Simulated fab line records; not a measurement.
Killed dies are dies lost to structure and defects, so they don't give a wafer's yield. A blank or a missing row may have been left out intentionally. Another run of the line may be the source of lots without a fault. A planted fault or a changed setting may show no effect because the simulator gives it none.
Chamber matching    flow n5-finfet    N5_PASSIVATION_PECVD_35 on pecvd-04 has 3 sister chambers
The step deposits SiNx from SiH4/NH3/N2, target thk 700 nm, time 151.3 s. 3 wafers are shown with their chamber, then 10 later ones without.

WAFERS, EACH WITH ITS CHAMBER
wafer   chamber  throttle-valve-pct (%)
L087.3  1        31.4
L086.1  2        28.3
L086.2  0        27.9

WAFERS WITHOUT THEIR CHAMBER
wafer   throttle-valve-pct (%)
L086.5  28.3
L090.1  31.5
L090.3  27.7
L090.6  31.7
L092.3  27.6
L092.4  31.4
L092.6  27.4
L094.4  31.6
L094.5  28.0
L094.6  27.2

CHAMBER TAKEN BY EACH
wafer   from the rows above      in truth
L086.5  can't be placed: 2 or 0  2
L090.1  1                        1
L090.3  can't be placed: 0 or 2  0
L090.6  1                        1
L092.3  can't be placed: 0 or 2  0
L092.4  1                        1
L092.6  can't be placed: 0 or 2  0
L094.4  1                        1
L094.5  can't be placed: 0 or 2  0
L094.6  can't be placed: 0 or 2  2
Placed correctly: 4 of 10. Unplaceable from these rows: 6, with the true chamber sitting among the candidates in 6. Number placed wrongly: 0.
How it was worked out, from the rows above alone: a wafer's distance from a chamber is the root of the sum, over the readings, of the square of ((its reading less the chamber's mean) divided by the reading's scatter). The wafer belongs to the nearest chamber; if the next one is less than 2 further off, it can't be placed. The mean given for a chamber averages the wafers shown for that chamber. The scatter: with one shown wafer a chamber, the root of the mean of the squares of how far each hidden wafer lies from its nearest shown one.
